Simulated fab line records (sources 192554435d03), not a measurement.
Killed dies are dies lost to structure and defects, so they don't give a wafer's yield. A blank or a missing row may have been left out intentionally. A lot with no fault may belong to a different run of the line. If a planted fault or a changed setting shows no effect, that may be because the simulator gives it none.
Chamber matching | flow n5_finfet | N5_BEOL_M11_ETCH_61 on rie_diel-02: 4 sister chambers
The step etches SiARC in CF4, target depth 39 nm, time 65 s. 16 wafers are shown with their chamber, then 8 later ones without.

## WAFERS, EACH WITH ITS CHAMBER
wafer  | chamber | throttle_valve_pct (%) | showerhead_plenum_p_Torr (Torr) | drypump_motor_current_A (A)
L076.1 | 1       | 15.61                  | 2.26                            | 5.6
L076.3 | 2       | 15.26                  | 2.28                            | 5.0
L076.4 | 0       | 16.02                  | 2.21                            | 5.2
L077.1 | 2       | 15.28                  | 2.28                            | 5.0
L077.4 | 1       | 15.64                  | 2.26                            | 5.6
L077.6 | 0       | 16.02                  | 2.21                            | 5.2
L078.1 | 0       | 16.02                  | 2.21                            | 5.2
L078.3 | 1       | 15.62                  | 2.26                            | 5.6
L078.6 | 1       | 15.62                  | 2.26                            | 5.7
L082.1 | 1       | 15.66                  | 2.25                            | 5.7
L082.2 | 3       | 15.87                  | 2.22                            | 5.5
L082.6 | 1       | 15.66                  | 2.25                            | 5.7
L083.1 | 0       | 16.04                  | 2.21                            | 5.2
L083.2 | 2       | 15.31                  | 2.28                            | 5.0
L083.4 | 1       | 15.66                  | 2.25                            | 5.6
L087.2 | 0       | 16.05                  | 2.20                            | 5.1

SIGNATURES (averages over the wafers above)
reading                  | chamber 0 | chamber 1 | chamber 2 | chamber 3 | scatter within a chamber
throttle_valve_pct       | 16.0300   | 15.6386   | 15.2833   | 15.8700   | 0.0203
showerhead_plenum_p_Torr | 2.2080    | 2.2557    | 2.2800    | 2.2200    | 0.00458
drypump_motor_current_A  | 5.180     | 5.643     | 5.000     | 5.500     | 0.0458
Rule: a wafer lies at a distance from a chamber equal to the root of the sum of squares, over the readings, of (its reading less the chamber's mean, divided by the reading's scatter). The wafer belongs to the nearest chamber; if the next one is less than 2 further off, it can't be placed. The scatter: the root of (the sum of the squares of (reading less its chamber's mean) over the shown wafers, divided by (wafers less chambers)).

## WAFERS WITH NO CHAMBER GIVEN
wafer  | throttle_valve_pct (%) | showerhead_plenum_p_Torr (Torr) | drypump_motor_current_A (A)
L087.4 | 15.31                  | 2.28                            | 5.0
L087.6 | 16.05                  | 2.20                            | 5.2
L093.2 | 15.34                  | 2.27                            | 5.0
L093.4 | 15.68                  | 2.25                            | 5.6
L093.6 | 15.35                  | 2.27                            | 5.0
L097.1 | 15.71                  | 2.24                            | 5.6
L097.4 | 15.36                  | 2.27                            | 5.0
L097.5 | 15.93                  | 2.21                            | 5.5

## WHICH CHAMBER EACH WENT THROUGH
wafer  | from the rows above | in truth
L087.4 | 2                   | 2
L087.6 | 0                   | 0
L093.2 | 2                   | 2
L093.4 | 1                   | 1
L093.6 | 2                   | 2
L097.1 | 1                   | 1
L097.4 | 2                   | 2
L097.5 | 3                   | 3
Placed correctly: 8 of 8. Not placeable from these rows: 0. Placed wrongly: 0.
